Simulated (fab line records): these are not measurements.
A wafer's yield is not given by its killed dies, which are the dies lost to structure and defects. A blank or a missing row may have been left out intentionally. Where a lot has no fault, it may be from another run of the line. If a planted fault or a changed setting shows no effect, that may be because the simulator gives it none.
Matching of chambers / flow n5_finfet / 3 sister chambers for N5_PASSIVATION_STRIP_14 on rie_diel-02
The step strips in O2. 14 wafers are shown with their chamber, then 7 later ones without.

## EACH WAFER AND ITS CHAMBER
wafer=L952.1; chamber=1; oes_product_au (a.u.)=0.74; drypump_motor_current_A (A)=6.1; throttle_valve_pct (%)=16.64
wafer=L952.5; chamber=3; oes_product_au (a.u.)=0.92; drypump_motor_current_A (A)=6.6; throttle_valve_pct (%)=16.62
wafer=L952.6; chamber=2; oes_product_au (a.u.)=0.70; drypump_motor_current_A (A)=6.1; throttle_valve_pct (%)=16.59
wafer=L951.1; chamber=1; oes_product_au (a.u.)=0.72; drypump_motor_current_A (A)=6.2; throttle_valve_pct (%)=16.62
wafer=L951.3; chamber=3; oes_product_au (a.u.)=0.91; drypump_motor_current_A (A)=6.6; throttle_valve_pct (%)=16.60
wafer=L951.5; chamber=3; oes_product_au (a.u.)=0.90; drypump_motor_current_A (A)=6.6; throttle_valve_pct (%)=16.61
wafer=L955.1; chamber=2; oes_product_au (a.u.)=0.70; drypump_motor_current_A (A)=6.1; throttle_valve_pct (%)=16.60
wafer=L955.3; chamber=1; oes_product_au (a.u.)=0.73; drypump_motor_current_A (A)=6.2; throttle_valve_pct (%)=16.60
wafer=L955.5; chamber=2; oes_product_au (a.u.)=0.71; drypump_motor_current_A (A)=6.2; throttle_valve_pct (%)=16.60
wafer=L956.2; chamber=3; oes_product_au (a.u.)=0.91; drypump_motor_current_A (A)=6.6; throttle_valve_pct (%)=16.64
wafer=L956.3; chamber=2; oes_product_au (a.u.)=0.70; drypump_motor_current_A (A)=6.1; throttle_valve_pct (%)=16.60
wafer=L956.5; chamber=2; oes_product_au (a.u.)=0.71; drypump_motor_current_A (A)=6.1; throttle_valve_pct (%)=16.61
wafer=L961.2; chamber=1; oes_product_au (a.u.)=0.72; drypump_motor_current_A (A)=6.1; throttle_valve_pct (%)=16.63
wafer=L961.3; chamber=3; oes_product_au (a.u.)=0.87; drypump_motor_current_A (A)=6.7; throttle_valve_pct (%)=16.66

SIGNATURES (averages over the wafers above)
reading=oes_product_au; chamber 1=0.7275; chamber 2=0.7040; chamber 3=0.9020; scatter within a chamber=0.0131
reading=drypump_motor_current_A; chamber 1=6.150; chamber 2=6.120; chamber 3=6.620; scatter within a chamber=0.0486
reading=throttle_valve_pct; chamber 1=16.6225; chamber 2=16.6000; chamber 3=16.6260; scatter within a chamber=0.0176
Rule: a wafer's distance from a chamber is the root of the sum, over the readings, of the square of ((its reading less the chamber's mean) divided by the reading's scatter). The wafer belongs to the nearest chamber; if the next one is less than 2 further off, it can't be placed. The scatter: take each reading less its chamber's mean, square it, sum over the shown wafers, divide by the number of wafers less the number of chambers, and take the root.

## WAFERS WITHOUT THEIR CHAMBER
wafer=L961.5; oes_product_au (a.u.)=0.68; drypump_motor_current_A (A)=6.1; throttle_valve_pct (%)=16.65
wafer=L965.1; oes_product_au (a.u.)=0.69; drypump_motor_current_A (A)=6.1; throttle_valve_pct (%)=16.63
wafer=L965.3; oes_product_au (a.u.)=0.71; drypump_motor_current_A (A)=6.1; throttle_valve_pct (%)=16.64
wafer=L965.6; oes_product_au (a.u.)=0.69; drypump_motor_current_A (A)=6.1; throttle_valve_pct (%)=16.62
wafer=L967.3; oes_product_au (a.u.)=0.70; drypump_motor_current_A (A)=6.1; throttle_valve_pct (%)=16.65
wafer=L967.5; oes_product_au (a.u.)=0.69; drypump_motor_current_A (A)=6.1; throttle_valve_pct (%)=16.67
wafer=L967.6; oes_product_au (a.u.)=0.86; drypump_motor_current_A (A)=6.6; throttle_valve_pct (%)=16.68

## WHICH CHAMBER EACH ONE RAN IN
wafer=L961.5; from the rows above=can't be placed: 2 or 1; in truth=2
wafer=L965.1; from the rows above=can't be placed: 2 or 1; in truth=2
wafer=L965.3; from the rows above=can't be placed: 1 or 2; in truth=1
wafer=L965.6; from the rows above=can't be placed: 2 or 1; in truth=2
wafer=L967.3; from the rows above=can't be placed: 1 or 2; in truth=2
wafer=L967.5; from the rows above=can't be placed: 1 or 2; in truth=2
wafer=L967.6; from the rows above=3; in truth=3
1 of 7 placed correctly. Unplaceable from these rows: 6, with the true chamber sitting among the candidates in 6. 0 placed wrongly.
